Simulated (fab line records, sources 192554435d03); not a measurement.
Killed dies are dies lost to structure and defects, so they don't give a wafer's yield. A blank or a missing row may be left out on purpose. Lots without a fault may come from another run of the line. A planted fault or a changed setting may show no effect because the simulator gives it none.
fab line records | flow n5_finfet | part 1 of 2: steps 1 to 17 of 27
record lots=5 wafers=15 last_day=18
route steps=1938 shown BEOL_M10@1497
lots that met no fault: from a run of the same line without faults
start_h: hours from the record's first day to the start of the lot's first wafer shown | wait_h: hours since the lot's step before | " the same as in the row above | L1.1+2: a row that stands for several wafers | - no value, or no start given | * or withheld: withheld | < > ~ a bound
route shown NAME@n: a module of which the file shows steps, and the number in the route of the first | usual: mean/standard deviation of fault-free wafers | same: alike in all rows | chamber/n: place in a boat | sites: the reading at each site | _std_site: their standard deviation | _edge_site: outer sites' mean less inner sites' | radius_mm: how far each site lies from the wafer's centre | mask NAME#n: copy n | behind: the tool/chamber that last shaped the wafer | hold: why the lot was held/for how many hours/how that ended | device: the transistor (n, p or np) that didn't switch | end of line: the same wafers' tests at the end of the route | a step without rows: its recipe alone | killed: dies lost to structure and defects at the first sort, not the wafer's yield | map: a wafer's dies, x killed, . not, _ none there
set.NAME: the setting as run; set.NAME@STEP: as run at that earlier step | model.NAME: the simulator's own value behind a step, which no gauge read
lots at some steps of the route; a table a step, a row a wafer
services: from which hour (start_h, from the record's first day; less than 0 if before it) a tool's chamber was out of use, for how many hours, and why
## steps
# step N5_BEOL_M10_EBR_24
# recipe solvent=PGMEA ebr_width_mm=1.5
# usual resist_line_temp_C=22.99/0.11
# columns lot.wafer tool chamber start_h wait_h resist_line_temp_C
L074.1 litho_track-01 0 - - 23.12
L074.5 " 0 " " 23.24
L074.6 " 0 " " 23.01
L081.4 litho_track-05 0 - - 22.88
L081.5 " 0 " " 22.95
L081.6 " 0 " " 23.07
L082.2 litho_track-01 0 - - 22.99
L082.4 " 0 " " 23.15
L082.5 " 0 " " 23.00
L094.3 litho_track-01 0 - - 22.91
L094.4 " 0 " " 23.10
L094.6 " 0 " " 22.86
L096.1 litho_track-05 0 - - 22.87
L096.3 " 0 " " 22.93
L096.5 " 0 " " 22.94
# step N5_BEOL_M10_SOFTBAKE_23
# recipe temp_c=110 time_s=60 resist=CAR-ArF
# usual resist_line_temp_C=23.00/0.098
# columns lot.wafer tool chamber start_h wait_h resist_line_temp_C
L074.1 litho_track-01 0 - - 23.06
L074.5 " 0 " " 23.02
L074.6 " 0 " " 23.00
L081.4 litho_track-05 0 - - 23.05
L081.5 " 0 " " 23.19
L081.6 " 0 " " 22.97
L082.2 litho_track-01 0 - - 22.86
L082.4 " 0 " " 23.12
L082.5 " 0 " " 22.92
L094.3 litho_track-01 0 - - 22.97
L094.4 " 0 " " 22.98
L094.6 " 0 " " 23.08
L096.1 litho_track-05 0 - - 23.05
L096.3 " 0 " " 22.94
L096.5 " 0 " " 23.10
# step N5_BEOL_M10_EXPOSE_25
# recipe mask_id=V9 na=1.35 source_shape=annular sigma_inner=0.5 sigma_outer=0.8 polarization=unpolarized dose_mj=85.5
# same sigma_outer=0.8
# columns lot.wafer tool chamber start_h wait_h mask
L074.1+5+6 arfi_scanner-01 0 214.63 - V9#0
L081.4+5+6 arfi_scanner-03 0 262.97 - V9#0
L082.2+4+5 arfi_scanner-02 0 274.97 - V9#0
L094.3+4+6 arfi_scanner-01 0 350.14 - V9#0
L096.1+3+5 arfi_scanner-02 0 363.51 - V9#0
# step N5_BEOL_M10_PEB_26
# recipe peb_temp_c=withheld peb_time_s=60 resist=CAR-ArF
# usual resist_line_temp_C=23.03/0.11
# columns lot.wafer tool chamber start_h wait_h resist_line_temp_C
L074.1 litho_track-01 0 214.69 0.1 22.99
L074.5 " 0 " " 23.02
L074.6 " 0 " " 22.99
L081.4 litho_track-05 0 263.01 0.0 23.19
L081.5 " 0 " " 23.32
L081.6 " 0 " " 23.08
L082.2 litho_track-05 0 275.03 0.1 22.90
L082.4 " 0 " " 22.89
L082.5 " 0 " " 22.82
L094.3 litho_track-01 0 350.20 0.0 22.95
L094.4 " 0 " " 23.06
L094.6 " 0 " " 23.21
L096.1 litho_track-04 0 363.57 0.1 23.08
L096.3 " 0 " " 23.03
L096.5 " 0 " " 23.19
# step N5_BEOL_M10_DEVELOP_27
# recipe develop_time_s=30 developer=TMAH resist=CAR-ArF rinse_liquid=diw dry=air_spin dev_temp_c=23
# usual resist_line_temp_C=23.00/0.098
# columns lot.wafer tool chamber start_h wait_h resist_line_temp_C
L074.1 litho_track-01 0 - - 23.06
L074.5 " 0 " " 22.73
L074.6 " 0 " " 22.99
L081.4 litho_track-05 0 - - 23.10
L081.5 " 0 " " 23.13
L081.6 " 0 " " 23.01
L082.2 litho_track-05 0 - - 23.08
L082.4 " 0 " " 23.08
L082.5 " 0 " " 23.06
L094.3 litho_track-01 0 - - 22.84
L094.4 " 0 " " 22.87
L094.6 " 0 " " 22.92
L096.1 litho_track-04 0 - - 22.90
L096.3 " 0 " " 22.83
L096.5 " 0 " " 23.10
# step N5_BEOL_M10_CD_MEAS_28
# recipe target_cd_nm=70 landing_energy_ev=500 detector=se_inlens polarity=opening
# usual cd_nm=70.0/0.9
# columns lot.wafer tool chamber start_h wait_h cd_nm
L074.1 cd_sem-02 0 214.76 - 70.2
L074.5 " 0 " " 70.0
L074.6 " 0 " " 69.8
L081.4 cd_sem-03 0 263.08 - 69.5
L081.5 " 0 " " 70.5
L081.6 " 0 " " 70.2
L082.2 cd_sem-02 0 275.10 - 70.0
L082.4 " 0 " " 70.9
L082.5 " 0 " " 70.0
L094.3 cd_sem-01 0 350.26 - 68.2
L094.4 " 0 " " 68.8
L094.6 " 0 " " 69.0
L096.1 cd_sem-03 0 363.64 - 68.8
L096.3 " 0 " " 68.8
L096.5 " 0 " " 69.1
# step N5_BEOL_M10_OVL_MEAS_29
# recipe points_per_wafer=44
# usual V9_OVL=0.9/0.71
# columns lot.wafer tool chamber start_h wait_h V9_OVL[nm]
L074.1 overlay-01 0 214.79 0.0 1.4
L074.5 " 0 " " 1.5
L074.6 " 0 " " 1.2
L081.4 overlay-02 0 263.11 0.0 1.3
L081.5 " 0 " " 0.3
L081.6 " 0 " " 1.0
L082.2 overlay-02 0 275.13 0.0 0.4
L082.4 " 0 " " 1.8
L082.5 " 0 " " 0.6
L094.3 overlay-01 0 350.29 0.0 2.5
L094.4 " 0 " " 1.6
L094.6 " 0 " " 1.3
L096.1 overlay-01 0 363.67 0.0 0.6
L096.3 " 0 " " -0.1
L096.5 " 0 " " 1.0
# step N5_BEOL_M10_INSPECT_30
# recipe mode=adi inspect_instrument=brightfield
# usual raw_defect_count=384/79
# columns lot.wafer tool chamber start_h wait_h raw_defect_count
L074.1 defect_inspect-01 - 214.81 0.0 304
L074.5 " - " " 397
L074.6 " - " " 506
L081.4 defect_inspect-02 - 263.13 0.0 311
L081.5 " - " " 326
L081.6 " - " " 440
L082.2 defect_inspect-02 - 275.15 0.0 494
L082.4 " - " " 455
L082.5 " - " " 420
L094.3 defect_inspect-02 - 350.32 0.0 329
L094.4 " - " " 293
L094.6 " - " " 482
L096.1 defect_inspect-01 - 363.69 0.0 536
L096.3 " - " " 594
L096.5 " - " " 465
# step N5_BEOL_M10_DESCUM_33
# recipe chemistry=O2 time_s=7.9 source_power_w=50 bias_power_w=20 pressure_mtorr=20 rf_frequency_hz=2.712e+07 temp_c=40 resist=CAR-ArF o2_flow_sccm=225
# usual drypump_motor_current_A=5.7/0.64 oes_product_au=0.82/0.068 rf_vpp_V=242.7/1.5 showerhead_plenum_p_Torr=2.07/0.079 temp_c=40.01/0.11 throttle_valve_pct=20.44/0.21
# columns lot.wafer tool chamber start_h wait_h drypump_motor_current_A oes_product_au rf_hours_counter_h rf_vpp_V showerhead_plenum_p_Torr temp_c throttle_valve_pct
L074.1 rie_diel-04 2 214.85 0.0 5.8 0.68 241 241.5 2.04 39.86 20.54
L074.5 " 2 " " 5.8 0.68 - 242.2 2.04 39.96 20.55
L074.6 " 1 " " 6.1 0.85 - 242.5 2.05 39.92 20.37
L081.4 rie_diel-06 0 263.16 0.0 5.2 0.82 89 243.1 2.02 40.05 20.40
L081.5 " 1 " " 4.8 0.80 - 241.1 2.00 40.04 20.39
L081.6 " 0 " " 5.2 0.82 - 241.8 2.02 39.84 20.41
L082.2 rie_diel-04 0 275.19 0.0 5.5 0.73 171 242.7 1.99 40.05 20.45
L082.4 " 2 " " 5.9 0.96 2 242.4 2.04 39.98 20.15
L082.5 " 0 " " 5.5 0.73 - 240.6 1.99 40.12 20.43
L094.3 rie_diel-03 1 350.39 0.1 6.6 0.89 27 244.5 2.21 40.04 20.32
L094.4 " 3 " " 6.5 0.83 84 246.7 2.20 39.87 20.18
L094.6 " 1 " " 6.5 0.90 - 245.6 2.21 40.10 20.32
L096.1 rie_diel-06 2 363.73 0.0 5.4 0.88 24 245.5 2.22 39.98 20.30
L096.3 " 3 " " 6.7 0.85 76 242.6 2.05 40.06 20.60
L096.5 " 2 " " 5.4 0.88 - 244.2 2.22 40.01 20.29
# step N5_BEOL_M10_ETCH_65
# recipe chemistry=CF4 target=SiARC target_depth_a=390 mask_material=CAR-ArF time_s=65 ion_energy_ev=80 pressure_mtorr=40 source_w=545 bias_w=36 Ar_flow_sccm=100 cf4_flow_sccm=100 ends=cleared
# usual drypump_motor_current_A=5.7/0.63 etch_rf_on_time_s=64.8/1.4 oes_product_au=0.70/0.058 rf_vpp_V=183.8/1.2 showerhead_plenum_p_Torr=2.12/0.077 throttle_valve_pct=15.61/0.2
# columns lot.wafer tool chamber start_h wait_h drypump_motor_current_A etch_rf_on_time_s oes_product_au rf_hours_counter_h rf_vpp_V showerhead_plenum_p_Torr throttle_valve_pct
L074.1 rie_diel-04 2 214.88 0.0 5.8 64.3 0.59 241 182.4 2.12 15.93
L074.5 " 2 " " 5.9 64.6 0.59 - 183.9 2.12 15.93
L074.6 " 1 " " 6.1 62.5 0.73 - 183.6 2.09 15.40
L081.4 rie_diel-06 0 263.20 0.0 5.2 65.2 0.70 89 182.9 2.09 15.66
L081.5 " 1 " " 4.8 65.0 0.68 - 182.8 2.07 15.66
L081.6 " 0 " " 5.2 65.2 0.69 - 183.8 2.09 15.66
L082.2 rie_diel-04 0 275.22 0.0 5.5 66.6 0.61 171 182.8 2.05 15.69
L082.4 " 2 " " 5.8 62.1 0.83 2 185.0 2.12 15.44
L082.5 " 0 " " 5.5 66.6 0.61 - 182.9 2.05 15.69
L094.3 rie_diel-03 1 350.42 0.0 6.6 66.7 0.76 27 185.0 2.27 15.50
L094.4 " 3 " " 6.5 64.6 0.69 84 184.6 2.25 15.41
L094.6 " 1 " " 6.6 66.1 0.76 - 187.8 2.27 15.52
L096.1 rie_diel-06 2 363.77 0.0 5.3 66.3 0.73 24 186.4 2.27 15.48
L096.3 " 3 " " 6.7 65.8 0.72 76 183.1 2.08 15.62
L096.5 " 2 " " 5.3 65.1 0.74 - 186.3 2.27 15.49
# step N5_BEOL_M10_ETCH_66
# recipe chemistry=N2/H2 target=SOC target_depth_a=1200 overetch_a=240 mask_material=SiARC temp_c=40 time_s=180 ion_energy_ev=200 pressure_mtorr=30 source_w=840 bias_w=150 n2_flow_sccm=200 h2_flow_sccm=200
# usual drypump_motor_current_A=5.7/0.64 h2_flow_sccm=200.0/0.61 oes_product_au=0.66/0.054 rf_vpp_V=523.0/2.7 showerhead_plenum_p_Torr=2.51/0.098 temp_c=39.98/0.098 throttle_valve_pct=17.84/0.18
# columns lot.wafer tool chamber start_h wait_h drypump_motor_current_A h2_flow_sccm oes_product_au rf_hours_counter_h rf_vpp_V showerhead_plenum_p_Torr temp_c throttle_valve_pct
L074.1 rie_diel-04 2 214.93 0.0 5.9 201.2 0.56 241 523.7 2.51 39.89 18.11
L074.5 " 2 " " 5.9 200.0 0.55 - 522.8 2.51 40.11 18.13
L074.6 " 1 " " 6.2 201.5 0.67 - 521.4 2.48 40.03 17.59
L081.4 rie_diel-06 0 263.25 0.0 5.2 200.4 0.66 89 522.2 2.47 39.86 17.92
L081.5 " 1 " " 4.9 200.5 0.63 - 521.6 2.46 39.86 17.89
L081.6 " 0 " " 5.2 199.2 0.66 - 522.0 2.47 39.95 17.91
L082.2 rie_diel-04 0 275.27 0.0 5.5 198.7 0.59 172 518.6 2.43 40.11 17.90
L082.4 " 2 " " 5.8 199.7 0.77 2 522.9 2.50 40.14 17.68
L082.5 " 0 " " 5.5 200.2 0.58 - 519.5 2.43 40.20 17.90
L094.3 rie_diel-03 1 350.47 0.0 6.6 198.5 0.72 27 528.8 2.72 39.96 17.92
L094.4 " 3 " " 6.5 199.9 0.65 84 528.2 2.66 39.99 17.53
L094.6 " 1 " " 6.6 200.2 0.73 - 526.8 2.72 39.87 17.93
L096.1 rie_diel-06 2 363.82 0.0 5.4 201.1 0.70 24 529.0 2.72 40.01 17.86
L096.3 " 3 " " 6.7 199.8 0.70 76 522.7 2.46 40.19 17.84
L096.5 " 2 " " 5.4 201.3 0.71 - 527.9 2.72 39.94 17.85
# step N5_BEOL_M10_STRIP_69
# recipe chemistry=N2/H2 temp_c=40 n2_flow_sccm=200 h2_flow_sccm=200 rf_frequency_hz=6e+07
# columns lot.wafer tool chamber start_h wait_h
L074.1+5+6 rie_diel-04 2,2,1 215.05 0.1
L081.4+5+6 rie_diel-06 0,1,0 263.36 0.1
L082.2+4+5 rie_diel-04 0,2,0 275.39 0.1
L094.3+4+6 rie_diel-03 1,3,1 350.59 0.1
L096.1+3+5 rie_diel-06 2,3,2 363.93 0.1
# step N5_BEOL_M10_VIA_ETCH_34
# recipe chemistry=C4F6/O2 target=SiCOH_lowk target_depth_a=1845 mask_material=SOC taper_deg=4 time_s=69.2 ion_energy_ev=250 pressure_mtorr=30 source_w=345 bias_w=185 Ar_flow_sccm=300 C4F6_flow_sccm=10 O2_flow_sccm=10
# usual drypump_motor_current_A=5.7/0.64 oes_product_au=0.82/0.068 rf_vpp_V=662/11 showerhead_plenum_p_Torr=2.81/0.11 throttle_valve_pct=20.92/0.23
# columns lot.wafer tool chamber start_h wait_h drypump_motor_current_A oes_product_au rf_hours_counter_h rf_vpp_V showerhead_plenum_p_Torr throttle_valve_pct
L074.1 rie_diel-04 2 215.06 0.0 5.9 0.67 241 649 2.82 21.19
L074.5 " 2 " " 5.9 0.68 - 651 2.82 21.19
L074.6 " 1 " " 6.2 0.85 - 651 2.76 20.62
L081.4 rie_diel-06 0 263.37 0.0 5.2 0.81 89 671 2.78 21.06
L081.5 " 1 " " 4.8 0.80 - 673 2.74 20.94
L081.6 " 0 " " 5.2 0.81 - 671 2.78 21.04
L082.2 rie_diel-04 0 275.40 0.0 5.5 0.72 172 659 2.72 20.90
L082.4 " 2 " " 5.9 0.97 3 649 2.81 20.83
L082.5 " 0 " " 5.5 0.72 - 658 2.72 20.90
L094.3 rie_diel-03 1 350.60 0.0 6.6 0.90 27 652 3.03 20.92
L094.4 " 3 " " 6.5 0.82 84 684 3.01 20.84
L094.6 " 1 " " 6.6 0.89 - 651 3.03 20.92
L096.1 rie_diel-06 2 363.94 0.0 5.4 0.87 24 662 3.03 20.88
L096.3 " 3 " " 6.7 0.85 76 653 2.75 20.91
L096.5 " 2 " " 5.4 0.87 - 662 3.03 20.87
# step N5_BEOL_M10_STRIP_73
# recipe chemistry=C4F6/O2 resist=SiARC rf_frequency_hz=6e+07
# columns lot.wafer tool chamber start_h wait_h
L074.1+5+6 rie_diel-04 2,2,1 215.11 0.0
L081.4+5+6 rie_diel-06 0,1,0 263.43 0.0
L082.2+4+5 rie_diel-04 0,2,0 275.45 0.0
L094.3+4+6 rie_diel-03 1,3,1 350.65 0.0
L096.1+3+5 rie_diel-06 2,3,2 363.99 0.0
# step N5_BEOL_M10_STRIP_36
# recipe chemistry=N2/H2 power_w=450 temp_c=40 pressure_mtorr=20 rf_frequency_hz=6e+07 overash_fraction=0.3 bias_power_w=7 h2_frac=0.5 n2_flow_sccm=200 h2_flow_sccm=200
# usual drypump_motor_current_A=5.7/0.64 h2_flow_sccm=200.0/0.67 oes_product_au=0.82/0.068 rf_vpp_V=59.1/1.9 showerhead_plenum_p_Torr=2.51/0.098 temp_c=40.01/0.12 throttle_valve_pct=23.72/0.24
# same overash_fraction=0.3
# columns lot.wafer tool chamber start_h wait_h drypump_motor_current_A h2_flow_sccm oes_product_au rf_hours_counter_h rf_vpp_V showerhead_plenum_p_Torr temp_c throttle_valve_pct
L074.1 rie_diel-04 2 215.12 0.0 5.8 199.7 0.68 241 58.5 2.50 40.05 23.95
L074.5 " 2 " " 5.9 199.9 0.68 - 59.2 2.50 40.06 23.92
L074.6 " 1 " " 6.1 200.0 0.84 - 56.1 2.47 39.97 23.36
L081.4 rie_diel-06 0 263.44 0.0 5.2 199.9 0.81 89 61.2 2.46 39.92 23.93
L081.5 " 1 " " 4.9 200.3 0.80 - 62.3 2.46 40.28 23.78
L081.6 " 0 " " 5.2 199.3 0.81 - 57.2 2.46 40.06 23.99
L082.2 rie_diel-04 0 275.46 0.0 5.5 199.5 0.72 172 61.2 2.42 39.95 23.74
L082.4 " 2 " " 5.8 200.2 0.96 3 56.4 2.50 40.02 23.57
L082.5 " 0 " " 5.5 199.5 0.72 - 58.9 2.43 39.97 23.73
L094.3 rie_diel-03 1 350.66 0.0 6.6 200.4 0.92 27 59.7 2.72 39.94 24.02
L094.4 " 3 " " 6.5 199.6 0.83 84 59.0 2.66 40.08 23.23
L094.6 " 1 " " 6.6 200.8 0.89 - 59.2 2.72 40.17 24.02
L096.1 rie_diel-06 2 364.00 0.0 5.4 200.6 0.87 24 59.3 2.71 40.12 23.84
L096.3 " 3 " " 6.7 199.4 0.83 76 57.9 2.46 40.08 23.61
L096.5 " 2 " " 5.4 200.6 0.87 - 64.9 2.71 40.07 23.87
# step N5_BEOL_M10_TRENCH_ETCH_37
# recipe chemistry=C4F6/O2 target_depth_a=1488.3 target=SiCOH_lowk time_s=48 ion_energy_ev=250 pressure_mtorr=30 source_w=345 bias_w=185 Ar_flow_sccm=300 C4F6_flow_sccm=10 O2_flow_sccm=10
# usual drypump_motor_current_A=5.7/0.64 oes_product_au=0.82/0.067 rf_vpp_V=662/11 showerhead_plenum_p_Torr=2.81/0.11 throttle_valve_pct=20.95/0.23
# columns lot.wafer tool chamber start_h wait_h drypump_motor_current_A oes_product_au rf_hours_counter_h rf_vpp_V showerhead_plenum_p_Torr throttle_valve_pct
L074.1 rie_diel-04 2 - - 5.8 0.68 241 647 2.82 21.22
L074.5 " 2 " " 5.8 0.68 - 648 2.82 21.22
L074.6 " 1 " " 6.1 0.84 - 651 2.76 20.63
L081.4 rie_diel-06 0 - - 5.2 0.80 89 672 2.78 21.06
L081.5 " 1 " " 4.8 0.80 - 672 2.74 20.98
L081.6 " 0 " " 5.2 0.81 - 671 2.78 21.08
L082.2 rie_diel-04 0 - - 5.5 0.71 172 660 2.72 20.93
L082.4 " 2 " " 5.8 0.97 3 649 2.81 20.84
L082.5 " 0 " " 5.5 0.73 - 658 2.71 20.93
L094.3 rie_diel-03 1 - - 6.6 0.90 27 652 3.03 20.97
L094.4 " 3 " " 6.5 0.82 84 684 3.01 20.86
L094.6 " 1 " " 6.6 0.89 - 651 3.03 20.96
L096.1 rie_diel-06 2 - - 5.4 0.87 24 662 3.03 20.90
L096.3 " 3 " " 6.7 0.83 76 655 2.75 20.94
L096.5 " 2 " " 5.4 0.86 - 661 3.03 20.88
# step N5_BEOL_M10_ETCH_41
# recipe chemistry=CH3F/O2 target=SiCN target_depth_a=426 taper_deg=2 time_s=86 ion_energy_ev=120 mask_material=TiN pressure_mtorr=30 source_w=395 bias_w=75 Ar_flow_sccm=150 CH3F_flow_sccm=30 O2_flow_sccm=20
# usual drypump_motor_current_A=5.7/0.64 oes_product_au=0.82/0.068 rf_vpp_V=296.9/1.8 showerhead_plenum_p_Torr=1.98/0.08 throttle_valve_pct=16.31/0.21
# columns lot.wafer tool chamber start_h wait_h drypump_motor_current_A oes_product_au rf_hours_counter_h rf_vpp_V showerhead_plenum_p_Torr throttle_valve_pct
L074.1 rie_diel-04 2 - - 5.8 0.67 241 296.9 1.97 16.60
L074.5 " 2 " " 5.8 0.68 - 297.0 1.97 16.62
L074.6 " 1 " " 6.1 0.84 - 296.6 1.94 16.04
L081.4 rie_diel-06 0 - - 5.2 0.81 89 297.3 1.95 16.36
L081.5 " 1 " " 4.8 0.79 - 296.4 1.92 16.37
L081.6 " 0 " " 5.2 0.81 - 296.2 1.95 16.36
L082.2 rie_diel-04 0 - - 5.5 0.72 172 295.0 1.90 16.36
L082.4 " 2 " " 5.9 0.97 3 297.9 1.97 16.13
L082.5 " 0 " " 5.5 0.72 - 296.9 1.90 16.35
L094.3 rie_diel-03 1 - - 6.5 0.89 27 299.6 2.13 16.26
L094.4 " 3 " " 6.5 0.82 84 298.9 2.12 16.20
L094.6 " 1 " " 6.5 0.89 - 299.5 2.13 16.26
L096.1 rie_diel-06 2 - - 5.4 0.87 24 299.2 2.13 16.22
L096.3 " 3 " " 6.7 0.84 76 296.6 1.93 16.32
L096.5 " 2 " " 5.4 0.86 - 300.4 2.13 16.20
